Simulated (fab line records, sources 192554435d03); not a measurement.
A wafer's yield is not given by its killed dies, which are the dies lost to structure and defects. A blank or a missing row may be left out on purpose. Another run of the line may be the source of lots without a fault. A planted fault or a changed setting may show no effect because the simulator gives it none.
fab line records	flow n5Finfet
record lots=7	wafers=21
route steps=1938 shown BEOL_M2@870 BEOL_M3@931 BEOL_M4@1021 BEOL_M5@1154
startH: start of the lot's first displayed wafer, in hours after the record's first day	waitH: hours from the lot's prior step to this one	" as in the row above	L1.1+2: a row that stands for several wafers	- no value, or no start was given	* or withheld: withheld	< > ~ a bound
route shown NAME@n: names a module that has steps shown in the file, with the first one's number in the route	usual: mean/standard deviation taken from wafers without a fault	same: alike in all rows	chamber/n: place in a boat	sites: each site's reading	_std_site: standard deviation across them	_edge_site: inner sites' mean taken away from outer sites' mean	radiusMm: for every site, how far away it sits from the centre of the wafer	mask NAME#n: copy n	behind: the most recent tool/chamber to have shaped the wafer	hold: why the lot went on hold/how many hours it stayed there/how the hold came to an end	device: the transistor (n, p or np) that didn't switch	end of line: the route-end tests of the same wafers	for a step that has no rows: nothing shown but its recipe	killed: count of dies lost to structure and defects at first sort (not the wafer's yield)	map: a wafer's dies, x killed, . not, _ none there
set.NAME: setting as actually run; set.NAME@STEP: the setting as run at that earlier step	model.NAME: the simulator's own value behind a step, which no gauge read
one table per step and one row per wafer, for lots whose settings were changed on purpose
## steps
# step N5_BEOL_M2_COAT_22
# recipe resist=CAR-EUV	spinRpm=1500	resistThkNm=30
lot.wafer	tool	chamber	startH	waitH	set.spinRpm	model.CAR-EUV_of_BEOL_M2_COAT_22.thkNm
L085.1+2	lithoTrack-04	0	-	-	1448	30.6
L085.3	"	0	"	"	1500	30
L086.1	lithoTrack-05	0	-	-	1500	30
L086.2	"	0	"	"	1664	28.4
L086.4	"	0	"	"	1664	28.6
L088.3	lithoTrack-04	0	-	-	1378	31.4
L088.4	"	0	"	"	1378	31.2
L088.6	"	0	"	"	1500	30
L089.1+4+6	lithoTrack-04	0	-	-	1500	30
L091.2+3	lithoTrack-01	0	-	-	1551	29.4
L091.5	"	0	"	"	1500	30
L090.1	lithoTrack-05	0	-	-	1615	29
L090.4	"	0	"	"	1500	30.2
L090.6	"	0	"	"	1500	30
L096.4+5+6	lithoTrack-04	0	-	-	1500	30
# step N5_BEOL_M2_EBR_24
# recipe solvent=PGMEA	ebrWidthMm=1.5
# step N5_BEOL_M2_SOFTBAKE_23
# recipe tempC=110	timeS=60	resist=CAR-EUV
# step N5_BEOL_M2_DESCUM_33
# recipe chemistry=O2	timeS=7	sourcePowerW=50	biasPowerW=20	pressureMtorr=20	rfFrequencyHz=2.712e+07	tempC=40	resist=CAR-EUV	o2FlowSccm=225
lot.wafer	tool	chamber	startH	waitH	set.spinRpm@BEOL_M2_COAT_22	model.CAR-EUV_of_BEOL_M2_COAT_22.thkNm
L085.1+2	rieDiel-02	3,2	215.71	0.1	1448	26.6
L085.3	"	1	"	"	1500	26
L086.1	rieDiel-02	1	216.93	0.0	1500	26
L086.2+4	"	3,2	"	"	1664	24.6
L088.3+4	rieDiel-01	2,3	222.34	0.0	1378	27.4
L088.6	"	0	"	"	1500	26
L089.1+4+6	rieDiel-02	2,3,2	231.30	0.1	1500	26
L091.2	rieDiel-02	0	237.12	0.0	1551	25.4
L091.3	"	2	"	"	1551	25.6
L091.5	"	0	"	"	1500	26
L090.1	rieDiel-05	1	238.44	0.0	1615	25
L090.4	"	2	"	"	1500	26.2
L090.6	"	0	"	"	1500	26
L096.4+6	rieDiel-02	3,0	267.39	0.0	1500	26.2
L096.5	"	3	"	"	1500	26
# step N5_BEOL_M2_ETCH_77
# recipe chemistry=N2/H2	target=underlayer	targetDepthA=65	maskMaterial=CAR-EUV	timeS=5.2	ionEnergyEv=200	pressureMtorr=30	sourceW=840	biasW=150	n2FlowSccm=200	h2FlowSccm=200	ends=cleared
# step N5_BEOL_M2_ETCH_69
# recipe chemistry=CF4	target=SiARC	targetDepthA=156	maskMaterial=CAR-EUV	timeS=26	ionEnergyEv=80	pressureMtorr=40	sourceW=545	biasW=36	Ar_flow_sccm=100	cf4FlowSccm=100	ends=cleared
# step N5_BEOL_M2_ALD_98
# recipe material=SiO2	targetThkA=25	tempC=100	aldPrecursorFamily=BDEAS	aldCoReactant=O2-plasma	pulseTimeS=1	coReactantPulseTimeS=1	purgeTimeS=2	coReactantPurgeTimeS=2	aldCycles=17	pressureTorr=2
# step N5_BEOL_M2_ETCHBACK_99
# recipe chemistry=CHF3	target=SiO2	targetDepthA=50	timeS=10.4	sourceW=215	biasW=47	Ar_flow_sccm=200	CHF3_flow_sccm=12	ionEnergyEv=100	pressureMtorr=30
# step N5_BEOL_M2_ETCH_70
# recipe chemistry=N2/H2	target=SOC	targetDepthA=800	overetchA=240	maskMaterial=SiARC	tempC=40	timeS=130	ionEnergyEv=200	pressureMtorr=30	sourceW=840	biasW=150	n2FlowSccm=200	h2FlowSccm=200
lot.wafer	tool	chamber	startH	waitH	set.spinRpm@BEOL_M2_COAT_67	model.etch.depthNm
L085.1	rieDiel-02	1	218.32	0.0	1500	59.94
L085.2	"	3	"	"	1500	60.11
L085.3	"	0	"	"	1348	63.48
L086.1	rieDiel-01	3	220.17	0.0	1500	60.48
L086.2	"	0	"	"	1500	60.07
L086.4	"	1	"	"	1586	58.53
L088.3	rieDiel-01	3	224.92	0.0	1500	60.11
L088.4	"	0	"	"	1500	60.06
L088.6	"	0	"	"	1500	60.12
L089.1	rieDiel-02	2	232.81	0.0	1500	60.18
L089.4	"	0	"	"	1500	60.21
L089.6	"	0	"	"	1500	60.06
L091.2	rieDiel-01	2	241.07	0.0	1590	58.47
L091.3	"	3	"	"	1590	58.41
L091.5	"	3	"	"	1500	60.25
L090.1	rieDiel-01	3	242.82	0.0	1372	62.72
L090.4	"	1	"	"	1372	62.66
L090.6	"	3	"	"	1372	62.78
L096.4	rieDiel-05	2	270.12	0.0	1500	60.17
L096.5	"	2	"	"	1500	60.22
L096.6	"	3	"	"	1500	60.27
# step N5_BEOL_M2_STRIP_71
# recipe chemistry=N2/H2	tempC=40	n2FlowSccm=200	h2FlowSccm=200	rfFrequencyHz=6e+07
# step N5_BEOL_M2_STRIP_78
# recipe chemistry=N2/H2	tempC=40	n2FlowSccm=200	h2FlowSccm=200	rfFrequencyHz=6e+07
# step N5_BEOL_M2_VIA_ETCH_34
# recipe chemistry=C4F6/O2	targetDepthA=694	maskMaterial=SOC	pressureMtorr=15	ionEnergyEv=250	taperDeg=4	timeS=65.9	sourceW=350	biasW=170	Ar_flow_sccm=300	C4F6_flow_sccm=10	O2_flow_sccm=10
lot.wafer	tool	chamber	startH	waitH	set.spinRpm@BEOL_M2_COAT_67	model.SOC_of_BEOL_M2_COAT_67.thkNm
L085.1+2	rieDiel-02	1,3	218.42	0.0	1500	51.8
L085.3	"	0	"	"	1348	55.4
L086.1	rieDiel-01	3	220.27	0.0	1500	52.2
L086.2	"	0	"	"	1500	51.8
L086.4	"	1	"	"	1586	50.6
L088.3+4	rieDiel-01	3,0	225.02	0.0	1500	51.8
L088.6	"	0	"	"	1500	52
L089.1+6	rieDiel-02	2,0	232.91	0.0	1500	52
L089.4	"	0	"	"	1500	52.2
L091.2	rieDiel-01	2	241.18	0.0	1590	50.4
L091.3	"	3	"	"	1590	50
L091.5	"	3	"	"	1500	51.8
L090.1	rieDiel-01	3	242.92	0.0	1372	54.4
L090.4	"	1	"	"	1372	54.8
L090.6	"	3	"	"	1372	54.6
L096.4+5	rieDiel-05	2	270.23	0.0	1500	51.8
L096.6	"	3	"	"	1500	52.2
# step N5_BEOL_M3_ILD_DEP_00
# recipe material=SiOC	targetThkA=790	tempC=350	precursor=DEMS/O2	pressureTorr=5	rfW=500	timeS=15.3
lot.wafer	tool	chamber	startH	waitH	set.timeS	model.SiOC_of_BEOL_M3_ILD_DEP_00.thkNm
L085.1	pecvd-03	1	224.06	0.0	14.3	73.6
L085.2	"	0	"	"	15.3	78
L085.3	"	1	"	"	15.3	78.2
L086.1	pecvd-03	0	224.69	0.0	15.3	76.6
L086.2	"	1	"	"	16.7	84.6
L086.4	"	1	"	"	16.7	85.6
L088.3	pecvd-01	1	230.11	0.0	15.3	78.2
L088.4	"	2	"	"	15.93	83.2
L088.6	"	0	"	"	15.93	82.8
L089.1	pecvd-02	2	237.60	0.0	16.77	85.2
L089.4	"	0	"	"	16.77	86.2
L089.6	"	2	"	"	16.77	87.6
L091.2	pecvd-02	0	246.01	0.0	13.49	68.8
L091.3	"	2	"	"	13.49	68.4
L091.5	"	1	"	"	15.3	79.6
L090.1	pecvd-02	2	248.63	0.0	15.3	79.4
L090.4	"	0	"	"	15.3	80.2
L090.6	"	2	"	"	13.45	70.8
L096.4	pecvd-03	1	274.77	0.1	15.3	79.2
L096.5	"	2	"	"	15.3	80
L096.6	"	0	"	"	15.3	79.6
# step N5_BEOL_M3_THK_MEAS_01
# recipe reads=SiOC_of_BEOL_M3_ILD_DEP_00
# usual M3_ILD_THK=78.8/0.88
lot.wafer	tool	chamber	startH	waitH	set.timeS@BEOL_M3_ILD_DEP_00	M3_ILD_THK[nm]
L085.1	filmMetro-01	-	224.14	0.1	14.3	73.6
L085.2	"	-	"	"	15.3	78.0
L085.3	"	-	"	"	15.3	78.2
L086.1	filmMetro-02	-	224.77	0.1	15.3	76.7
L086.2	"	-	"	"	16.7	84.5
L086.4	"	-	"	"	16.7	85.7
L088.3	filmMetro-01	-	230.17	0.1	15.3	78.1
L088.4	"	-	"	"	15.93	83.2
L088.6	"	-	"	"	15.93	82.7
L089.1	filmMetro-02	-	237.67	0.0	16.77	85.1
L089.4	"	-	"	"	16.77	86.2
L089.6	"	-	"	"	16.77	87.5
L091.2	filmMetro-01	-	246.08	0.1	13.49	68.8
L091.3	"	-	"	"	13.49	68.3
L091.5	"	-	"	"	15.3	79.5
L090.1	filmMetro-01	-	248.69	0.0	15.3	79.4
L090.4	"	-	"	"	15.3	80.2
L090.6	"	-	"	"	13.45	70.7
L096.4	filmMetro-02	-	274.82	0.0	15.3	79.1
L096.5	"	-	"	"	15.3	80.0
L096.6	"	-	"	"	15.3	79.6
# step N5_BEOL_M3_ETCH_41
# recipe chemistry=CH3F/O2	target=SiCN	targetDepthA=299	taperDeg=2	timeS=52.5	ionEnergyEv=120	maskMaterial=TiN	pressureMtorr=30	sourceW=395	biasW=75	Ar_flow_sccm=150	CH3F_flow_sccm=30	O2_flow_sccm=20
lot.wafer	tool	chamber	startH	waitH	set.targetDepthA	model.etch.depthNm
L085.1	rieDiel-04	3	-	-	274.1	18.37
L085.2	"	0	"	"	299	19.82
L085.3	"	2	"	"	299	19.83
L086.1	rieDiel-06	2	-	-	299	19.57
L086.2	"	3	"	"	299	20.07
L086.4	"	1	"	"	284.6	19.04
L088.3	rieDiel-03	0	-	-	327.9	21.26
L088.4	"	2	"	"	299	19.45
L088.6	"	2	"	"	299	19.61
L089.1	rieDiel-06	0	-	-	282.6	18.31
L089.4	"	3	"	"	299	19.81
L089.6	"	3	"	"	299	19.73
L091.2	rieDiel-03	0	-	-	299	19.37
L091.3	"	3	"	"	299	19.38
L091.5	"	3	"	"	299	19.44
L090.1	rieDiel-03	1	-	-	299	19.86
L090.4	"	2	"	"	299	19.56
L090.6	"	0	"	"	299	19.44
L096.4	rieDiel-03	0	-	-	299	19.35
L096.5	"	0	"	"	299	19.44
L096.6	"	3	"	"	299	19.47
# step N5_BEOL_M4_ILD_DEP_00
# recipe material=SiOC	targetThkA=790	tempC=350	precursor=DEMS/O2	pressureTorr=5	rfW=500	timeS=15.3
lot.wafer	tool	chamber	startH	waitH	set.timeS	model.SiOC_of_BEOL_M4_ILD_DEP_00.thkNm
L085.1	pecvd-02	2	232.67	0.0	17.3	88
L085.2	"	1	"	"	17.3	88.2
L085.3	"	0	"	"	17.3	87.8
L086.1	pecvd-04	0	234.26	0.0	15.3	76.2
L086.2	"	1	"	"	15.3	76
L086.4	"	1	"	"	15.3	77.6
L088.3	pecvd-04	1	240.39	0.0	15.3	78.6
L088.4	"	2	"	"	15.3	81.6
L088.6	"	0	"	"	13.41	70.2
L089.1	pecvd-04	2	249.06	0.0	15.3	78.4
L089.4	"	0	"	"	15.3	78.6
L089.6	"	1	"	"	15.3	78.8
L091.2	pecvd-02	0	259.81	0.0	16.18	81.8
L091.3	"	2	"	"	15.3	78
L091.5	"	1	"	"	15.3	80.8
L090.1	pecvd-04	2	263.35	0.0	15.3	80.2
L090.4	"	1	"	"	13.35	70.2
L090.6	"	0	"	"	15.3	79.2
L096.4	pecvd-04	1	298.43	0.1	15.3	78.2
L096.5	"	0	"	"	15.3	78.8
L096.6	"	2	"	"	15.3	80.4
# step N5_BEOL_M4_THK_MEAS_01
# recipe reads=SiOC_of_BEOL_M4_ILD_DEP_00
# usual M4_ILD_THK=78.7/1
lot.wafer	tool	chamber	startH	waitH	set.timeS@BEOL_M4_ILD_DEP_00	M4_ILD_THK[nm]
L085.1	filmMetro-01	-	232.73	0.0	17.3	88.0
L085.2	"	-	"	"	17.3	88.2
L085.3	"	-	"	"	17.3	87.9
L086.1	filmMetro-01	-	234.33	0.0	15.3	76.3
L086.2	"	-	"	"	15.3	76.0
L086.4	"	-	"	"	15.3	77.6
L088.3	filmMetro-01	-	240.45	0.1	15.3	78.6
L088.4	"	-	"	"	15.3	81.7
L088.6	"	-	"	"	13.41	70.1
L089.1	filmMetro-02	-	249.13	0.0	15.3	78.6
L089.4	"	-	"	"	15.3	78.6
L089.6	"	-	"	"	15.3	78.9
L091.2	filmMetro-02	-	259.88	0.1	16.18	81.8
L091.3	"	-	"	"	15.3	78.0
L091.5	"	-	"	"	15.3	80.9
L090.1	filmMetro-02	-	263.42	0.0	15.3	80.1
L090.4	"	-	"	"	13.35	70.3
L090.6	"	-	"	"	15.3	79.1
L096.4	filmMetro-02	-	298.49	0.0	15.3	78.3
L096.5	"	-	"	"	15.3	79.0
L096.6	"	-	"	"	15.3	80.2
# step N5_BEOL_M4_COAT_62
# recipe resist=SiARC	tempC=220	timeS=60	spinRpm=1500	resistThkNm=12
lot.wafer	tool	chamber	startH	waitH	set.spinRpm	model.SiARC_of_BEOL_M4_COAT_62.thkNm
L085.1+3	lithoTrack-04	0	-	-	1500	12
L085.2	"	0	"	"	1567	11.8
L086.1+4	lithoTrack-04	0	-	-	1591	11.6
L086.2	"	0	"	"	1500	12
L088.3+6	lithoTrack-03	0	-	-	1568	11.8
L088.4	"	0	"	"	1500	12
L089.1+6	lithoTrack-03	0	-	-	1500	12
L089.4	"	0	"	"	1342	12.6
L091.2	lithoTrack-01	0	-	-	1383	12.4
L091.3+5	"	0	"	"	1500	12
L090.1	lithoTrack-04	0	-	-	1661	11.4
L090.4+6	"	0	"	"	1500	12
L096.4+5+6	lithoTrack-04	0	-	-	1500	12
# step N5_BEOL_M4_COAT_73
# recipe resist=underlayer	tempC=205	timeS=60	spinRpm=1500	resistThkNm=5
# step N5_BEOL_M4_COAT_05
# recipe resist=CAR-EUV	spinRpm=1500	resistThkNm=30
# step N5_BEOL_M4_DESCUM_16
# recipe chemistry=O2	timeS=7	sourcePowerW=50	biasPowerW=20	pressureMtorr=20	rfFrequencyHz=2.712e+07	tempC=40	resist=CAR-EUV	o2FlowSccm=225
# step N5_BEOL_M4_ETCH_74
# recipe chemistry=N2/H2	target=underlayer	targetDepthA=65	maskMaterial=CAR-EUV	timeS=5.2	ionEnergyEv=200	pressureMtorr=30	sourceW=840	biasW=150	n2FlowSccm=200	h2FlowSccm=200	ends=cleared
# step N5_BEOL_M4_ETCH_63
# recipe chemistry=CF4	target=SiARC	targetDepthA=156	maskMaterial=CAR-EUV	timeS=26	ionEnergyEv=80	pressureMtorr=40	sourceW=545	biasW=36	Ar_flow_sccm=100	cf4FlowSccm=100	ends=cleared
lot.wafer	tool	chamber	startH	waitH	set.spinRpm@BEOL_M4_COAT_62	model.etch.depthNm	model.CAR-EUV_of_BEOL_M4_COAT_05.thkNm
L085.1	rieDiel-01	3	233.89	0.0	1500	11.99	11
L085.2	"	1	"	"	1567	11.77	11.4
L085.3	"	2	"	"	1500	12.01	11
L086.1	rieDiel-01	1	236.42	0.0	1591	11.64	11.6
L086.2	"	3	"	"	1500	12.02	11.2
L086.4	"	0	"	"	1591	11.66	11.4
L088.3	rieDiel-01	3	241.85	0.0	1568	11.77	11.2
L088.4	"	0	"	"	1500	12.02	11
L088.6	"	1	"	"	1568	11.76	11.4
L089.1	rieDiel-05	1	251.37	0.0	1500	11.97	11.4
L089.4	"	0	"	"	1342	12.66	10.8
L089.6	"	3	"	"	1500	12	11.2
L091.2	rieDiel-02	3	261.15	0.0	1383	12.48	10.8
L091.3	"	2	"	"	1500	11.97	11
L091.5	"	3	"	"	1500	12.01	11.2
L090.1	rieDiel-05	3	265.96	0.0	1661	11.44	11.6
L090.4+6	"	0	"	"	1500	12.07	11.2
L096.4	rieDiel-01	0	299.31	0.0	1500	11.99	11
L096.5	"	1	"	"	1500	11.94	11.2
L096.6	"	0	"	"	1500	11.97	11
# step N5_BEOL_M4_DESCUM_33
# recipe chemistry=O2	timeS=7	sourcePowerW=50	biasPowerW=20	pressureMtorr=20	rfFrequencyHz=2.712e+07	tempC=40	resist=CAR-EUV	o2FlowSccm=225
lot.wafer	tool	chamber	startH	waitH	set.timeS	model.CAR-EUV_of_BEOL_M4_COAT_22.thkNm
L085.1+2	rieDiel-05	2,0	234.86	0.0	7	26
L085.3	"	3	"	"	7	26.2
L086.1+2	rieDiel-02	0,1	237.39	0.0	7	26
L086.4	"	3	"	"	8.261	25.4
L088.3+4+6	rieDiel-02	2,3,0	242.71	0.0	8.385	25.4
L089.1+4+6	rieDiel-05	1,3,1	252.32	0.0	7	26
L091.2+3	rieDiel-01	2,3	262.08	0.1	7	26
L091.5	"	2	"	"	5.837	26.8
L090.1	rieDiel-02	0	267.16	0.4	7.778	25.6
L090.4+6	"	3,0	"	"	7	26
L096.4+6	rieDiel-01	0,2	300.25	0.0	7	26.2
L096.5	"	1	"	"	7	26.4
# step N5_BEOL_M4_ETCH_77
# recipe chemistry=N2/H2	target=underlayer	targetDepthA=65	maskMaterial=CAR-EUV	timeS=5.2	ionEnergyEv=200	pressureMtorr=30	sourceW=840	biasW=150	n2FlowSccm=200	h2FlowSccm=200	ends=cleared
lot.wafer	tool	chamber	startH	waitH	set.timeS@BEOL_M4_DESCUM_33	model.CAR-EUV_of_BEOL_M4_COAT_22.thkNm
L085.1	rieDiel-05	2	234.89	0.0	7	20.2
L085.2+3	"	0,3	"	"	7	20.4
L086.1+2	rieDiel-02	0,1	237.42	0.0	7	20.4
L086.4	"	3	"	"	8.261	19.8
L088.3	rieDiel-02	2	242.75	0.0	8.385	19.6
L088.4+6	"	3,0	"	"	8.385	19.8
L089.1	rieDiel-05	1	252.36	0.0	7	20.2
L089.4+6	"	3,1	"	"	7	20.4
L091.2+3	rieDiel-01	2,3	262.11	0.0	7	20.4
L091.5	"	2	"	"	5.837	21
L090.1	rieDiel-02	0	267.20	0.0	7.778	20
L090.4+6	"	3,0	"	"	7	20.4
L096.4	rieDiel-01	0	300.29	0.0	7	20.4
L096.5+6	"	1,2	"	"	7	20.6
# step N5_BEOL_M4_ETCH_69
# recipe chemistry=CF4	target=SiARC	targetDepthA=156	maskMaterial=CAR-EUV	timeS=26	ionEnergyEv=80	pressureMtorr=40	sourceW=545	biasW=36	Ar_flow_sccm=100	cf4FlowSccm=100	ends=cleared
lot.wafer	tool	chamber	startH	waitH	set.timeS@BEOL_M4_DESCUM_33	model.CAR-EUV_of_BEOL_M4_COAT_22.thkNm
L085.1	rieDiel-05	2	234.91	0.0	7	11
L085.2+3	"	0,3	"	"	7	11.2
L086.1	rieDiel-02	0	237.44	0.0	7	11.2
L086.2	"	1	"	"	7	11
L086.4	"	3	"	"	8.261	10.6
L088.3	rieDiel-02	2	242.76	0.0	8.385	10.4
L088.4+6	"	3,0	"	"	8.385	10.6
L089.1	rieDiel-05	1	252.37	0.0	7	11
L089.4+6	"	3,1	"	"	7	11.2
L091.2+3	rieDiel-01	2,3	262.13	0.0	7	11.2
L091.5	"	2	"	"	5.837	11.8
L090.1	rieDiel-02	0	267.21	0.0	7.778	10.8
L090.4+6	"	3,0	"	"	7	11.2
L096.4+6	rieDiel-01	0,2	300.31	0.0	7	11.2
L096.5	"	1	"	"	7	11.4
# step N5_BEOL_M4_ALD_98
# recipe material=SiO2	targetThkA=25	tempC=100	aldPrecursorFamily=BDEAS	aldCoReactant=O2-plasma	pulseTimeS=1	coReactantPulseTimeS=1	purgeTimeS=2	coReactantPurgeTimeS=2	aldCycles=17	pressureTorr=2
# step N5_BEOL_M4_ETCHBACK_99
# recipe chemistry=CHF3	target=SiO2	targetDepthA=50	timeS=10.4	sourceW=215	biasW=47	Ar_flow_sccm=200	CHF3_flow_sccm=12	ionEnergyEv=100	pressureMtorr=30
lot.wafer	tool	chamber	startH	waitH	set.timeS@BEOL_M4_DESCUM_33	model.CAR-EUV_of_BEOL_M4_COAT_22.thkNm
L085.1	rieDiel-01	3	239.34	2.5	7	10.2
L085.2+3	"	1,0	"	"	7	10.4
L086.1	rieDiel-02	1	241.23	3.7	7	10.6
L086.2	"	2	"	"	7	10.4
L086.4	"	3	"	"	8.261	9.8
L088.3	rieDiel-01	0	250.51	7.6	8.385	9.6
L088.4+6	"	0,2	"	"	8.385	9.8
L089.1+4+6	rieDiel-01	1,0,2	262.20	9.7	7	10.4
L091.2+3	rieDiel-01	3,2	266.94	4.7	7	10.4
L091.5	"	0	"	"	5.837	11
L090.1	rieDiel-01	3	270.07	1.5	7.778	10
L090.4+6	"	1	"	"	7	10.4
L096.4+5+6	rieDiel-02	0,2,1	304.47	3.8	7	10.6
# step N5_BEOL_M5_ETCH_68
# recipe chemistry=N2/H2	target=SOC	targetDepthA=800	overetchA=160	maskMaterial=SiARC	tempC=40	timeS=120	ionEnergyEv=200	pressureMtorr=30	sourceW=840	biasW=150	n2FlowSccm=200	h2FlowSccm=200
# usual rfVppV=522.8/2.7
lot.wafer	tool	chamber	startH	waitH	set.biasW	rfVppV	model.SiARC_of_BEOL_M5_COAT_66.thkNm
L086.1	rieDiel-06	3	250.56	0.0	126.3	472.2	7.8
L086.2	"	0	"	"	126.3	469.6	7.6
L086.4	"	1	"	"	150	520.8	6.4
L085.1	rieDiel-03	2	250.73	0.0	150	524.5	6.4
L085.2	"	3	"	"	123.5	461.1	7.8
L085.3	"	0	"	"	123.5	459.2	7.8
L088.3	rieDiel-06	2	260.45	0.0	165.5	558.2	6
L088.4	"	0	"	"	150	524.1	6.6
L088.6	"	3	"	"	150	526.0	6.8
L089.1	rieDiel-04	1	273.59	0.0	150	525.7	6.2
L089.4	"	0	"	"	150	521.7	6.2
L089.6	"	1	"	"	150	524.7	6.2
L091.2	rieDiel-03	0	277.13	0.0	150	518.4	6.6
L091.3	"	3	"	"	136.9	491.8	7.2
L091.5	"	0	"	"	150	518.8	6.6
L090.1	rieDiel-03	1	281.36	0.0	138.9	498.3	6.8
L090.4	"	2	"	"	150	526.0	6.4
L090.6	"	3	"	"	138.9	496.4	7.2
L096.4	rieDiel-03	0	314.77	0.0	150	517.4	6.6
L096.5	"	1	"	"	150	521.6	6.4
L096.6	"	2	"	"	150	527.3	6.4
## key
split step=N5_BEOL_M2_COAT_22	setting=spinRpm	stated=1500	by=wafer
response step=N5_BEOL_M2_COAT_22	reading=model.CAR-EUV_of_BEOL_M2_COAT_22.thkNm	change=-0.147	per=1%	r=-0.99
response step=N5_BEOL_M2_DESCUM_33	reading=model.CAR-EUV_of_BEOL_M2_COAT_22.thkNm	change=-0.145	per=1%	r=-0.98
split step=N5_BEOL_M3_ILD_DEP_00	setting=timeS	stated=15.3	by=wafer
response step=N5_BEOL_M3_ILD_DEP_00	reading=model.SiOC_of_BEOL_M3_ILD_DEP_00.thkNm	change=+0.852	per=1%	r=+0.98
response step=N5_BEOL_M3_THK_MEAS_01	reading=M3_ILD_THK	change=+0.854	per=1%	r=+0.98
split step=N5_BEOL_M3_ETCH_41	setting=targetDepthA	stated=299	by=wafer
response step=N5_BEOL_M3_ETCH_41	reading=model.etch.depthNm	change=+0.188	per=1%	r=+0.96
split step=N5_BEOL_M4_ILD_DEP_00	setting=timeS	stated=15.3	by=wafer
response step=N5_BEOL_M4_ILD_DEP_00	reading=model.SiOC_of_BEOL_M4_ILD_DEP_00.thkNm	change=+0.739	per=1%	r=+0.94
response step=N5_BEOL_M4_THK_MEAS_01	reading=M4_ILD_THK	change=+0.736	per=1%	r=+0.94
split step=N5_BEOL_M4_COAT_62	setting=spinRpm	stated=1500	by=wafer
response step=N5_BEOL_M4_COAT_62	reading=model.SiARC_of_BEOL_M4_COAT_62.thkNm	change=-0.0552	per=1%	r=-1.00
response step=N5_BEOL_M4_ETCH_63	reading=model.etch.depthNm	change=-0.0604	per=1%	r=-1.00
response step=N5_BEOL_M4_ETCH_63	reading=model.CAR-EUV_of_BEOL_M4_COAT_05.thkNm	change=+0.0463	per=1%	r=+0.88
split step=N5_BEOL_M4_DESCUM_33	setting=timeS	stated=7	by=wafer
response step=N5_BEOL_M4_DESCUM_33	reading=model.CAR-EUV_of_BEOL_M4_COAT_22.thkNm	change=-0.0394	per=1%	r=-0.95
response step=N5_BEOL_M4_ETCH_77	reading=model.CAR-EUV_of_BEOL_M4_COAT_22.thkNm	change=-0.0348	per=1%	r=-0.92
response step=N5_BEOL_M4_ETCH_69	reading=model.CAR-EUV_of_BEOL_M4_COAT_22.thkNm	change=-0.0323	per=1%	r=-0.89
response step=N5_BEOL_M4_ETCHBACK_99	reading=model.CAR-EUV_of_BEOL_M4_COAT_22.thkNm	change=-0.0373	per=1%	r=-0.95
split step=N5_BEOL_M5_ETCH_68	setting=biasW	stated=150	by=wafer
response step=N5_BEOL_M5_ETCH_68	reading=rfVppV	change=+3.39	per=1%	r=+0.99
response step=N5_BEOL_M5_ETCH_68	reading=model.SiARC_of_BEOL_M5_COAT_66.thkNm	change=-0.0778	per=1%	r=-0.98
split outsideThisFile step=N5_BEOL_M2_COAT_67 setting=spinRpm
# split outsideThisFile: this setting was split too, and the file shows its column; the key of that split is in another file
